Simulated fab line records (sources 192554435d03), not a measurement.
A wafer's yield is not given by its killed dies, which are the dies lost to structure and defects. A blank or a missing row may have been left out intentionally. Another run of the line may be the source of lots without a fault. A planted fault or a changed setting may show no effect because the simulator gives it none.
Chamber matching + flow n5-finfet + N5_BEOL_M8_STRIP_36 on rie-diel-03: 4 sister chambers
The step strips in N2/H2. 14 wafers are shown with their chamber, then 7 later ones without.

WAFERS PAIRED WITH THEIR CHAMBERS
| wafer  | chamber | drypump-motor-current-A (A) | showerhead-plenum-p-Torr (Torr) | throttle-valve-pct (%) |
|--------|---------|-----------------------------|---------------------------------|------------------------|
| L076.1 | 3       | 6.3                         | 2.45                            | 23.19                  |
| L076.2 | 2       | 5.4                         | 2.54                            | 23.75                  |
| L076.6 | 0       | 6.1                         | 2.49                            | 23.62                  |
| L083.1 | 0       | 6.1                         | 2.49                            | 23.63                  |
| L083.2 | 1       | 5.5                         | 2.57                            | 23.64                  |
| L083.3 | 2       | 5.4                         | 2.53                            | 23.74                  |
| L084.1 | 3       | 6.3                         | 2.45                            | 23.23                  |
| L084.3 | 1       | 5.4                         | 2.57                            | 23.67                  |
| L084.6 | 3       | 6.3                         | 2.45                            | 23.22                  |
| L086.4 | 1       | 5.5                         | 2.57                            | 23.67                  |
| L086.5 | 1       | 5.4                         | 2.57                            | 23.66                  |
| L086.6 | 0       | 6.1                         | 2.48                            | 23.66                  |
| L092.1 | 3       | 6.3                         | 2.44                            | 23.26                  |
| L092.4 | 2       | 5.4                         | 2.53                            | 23.78                  |

SIGNATURES (averages over the wafers above)
| reading                  | chamber 0 | chamber 1 | chamber 2 | chamber 3 | scatter within a chamber |
|--------------------------|-----------|-----------|-----------|-----------|--------------------------|
| drypump-motor-current-A  | 6.100     | 5.450     | 5.400     | 6.300     | 0.0316                   |
| showerhead-plenum-p-Torr | 2.4867    | 2.5700    | 2.5333    | 2.4475    | 0.00456                  |
| throttle-valve-pct       | 23.6367   | 23.6600   | 23.7567   | 23.2250   | 0.022                    |
Rule: distance of a wafer from a chamber = root of the sum over the readings of ((wafer's reading minus chamber's mean) / reading's scatter) squared. The wafer belongs to the nearest chamber; if the next one is less than 2 further off, it can't be placed. How the scatter is found: for the shown wafers, subtract from each reading the mean of its chamber, square and add these, divide the total by (wafers less chambers), then take the root.

WAFERS WITH NO CHAMBER GIVEN
| wafer  | drypump-motor-current-A (A) | showerhead-plenum-p-Torr (Torr) | throttle-valve-pct (%) |
|--------|-----------------------------|---------------------------------|------------------------|
| L092.5 | 5.5                         | 2.56                            | 23.72                  |
| L094.2 | 6.3                         | 2.44                            | 23.26                  |
| L094.5 | 5.5                         | 2.56                            | 23.71                  |
| L094.6 | 5.4                         | 2.53                            | 23.75                  |
| L097.1 | 5.4                         | 2.52                            | 23.79                  |
| L097.2 | 6.1                         | 2.47                            | 23.69                  |
| L097.5 | 5.4                         | 2.52                            | 23.80                  |

CHAMBER TAKEN BY EACH
| wafer  | from the rows above | in truth |
|--------|---------------------|----------|
| L092.5 | 1                   | 1        |
| L094.2 | 3                   | 3        |
| L094.5 | 1                   | 1        |
| L094.6 | 2                   | 2        |
| L097.1 | 2                   | 2        |
| L097.2 | 0                   | 0        |
| L097.5 | 2                   | 2        |
Correctly placed: 7 of 7. Number that these rows cannot place: 0. Wrongly placed: 0.
